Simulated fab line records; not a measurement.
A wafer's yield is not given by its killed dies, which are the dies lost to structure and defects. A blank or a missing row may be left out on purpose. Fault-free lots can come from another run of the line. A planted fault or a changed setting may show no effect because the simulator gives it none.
Chamber matching ; flow n5 finfet ; rie si-01 running N5_FIN_SAQP_MANDREL_ETCH_22: 4 sister chambers
The step etches a-Si in HBr/Cl2, stops on SiNx, target depth 60 nm, bt time 10 s, time 30 s. 16 wafers are shown with their chamber, then 8 later ones without.

WAFERS, EACH WITH ITS CHAMBER
wafer;chamber;throttle valve pct (%);oes product au (a.u.)
L076.1;0;35.17;0.772
L076.2;3;35.10;0.751
L076.3;1;35.45;0.762
L076.4;2;35.12;0.776
L076.5;3;35.11;0.773
L076.6;2;35.09;0.774
L077.1;2;35.09;0.774
L077.2;1;35.46;0.759
L077.3;0;35.14;0.774
L079.3;0;35.15;0.772
L079.5;1;35.45;0.771
L079.6;0;35.16;0.780
L088.1;2;35.11;0.782
L088.2;1;35.44;0.774
L088.3;0;35.13;0.787
L088.4;3;35.09;0.761

SIGNATURES, as means of the wafers listed above
reading;chamber 0;chamber 1;chamber 2;chamber 3;scatter within a chamber
throttle valve pct;35.1500;35.4500;35.1025;35.1000;0.0131
oes product au;0.77700;0.76650;0.77650;0.76167;0.00711
Rule: a wafer's distance from a chamber is the root of the sum, over the readings, of the square of ((its reading less the chamber's mean) divided by the reading's scatter). If the next closest chamber is less than 2 further off than the closest, the wafer can't be placed; otherwise it belongs to the closest. The scatter is the square root of a quotient: the sum, over the shown wafers, of each reading's squared deviation from its chamber's mean, divided by wafers minus chambers.

WAFERS WITHOUT THEIR CHAMBER
wafer;throttle valve pct (%);oes product au (a.u.)
L088.5;35.43;0.782
L088.6;35.12;0.773
L090.2;35.46;0.760
L090.4;35.09;0.783
L090.5;35.10;0.769
L091.2;35.09;0.759
L091.5;35.46;0.770
L091.6;35.16;0.784

CHAMBER TAKEN BY EACH
wafer;from the rows above;in truth
L088.5;1;1
L088.6;can't be placed: 2 or 3 or 0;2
L090.2;1;1
L090.4;can't be placed: 2 or 3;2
L090.5;can't be placed: 3 or 2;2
L091.2;can't be placed: 3 or 2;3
L091.5;1;1
L091.6;0;0
Correct placement for 4 of the 8. Cannot be placed on the basis of these rows: 4; the candidates contain the true chamber in 4. Wrongly placed: 0.
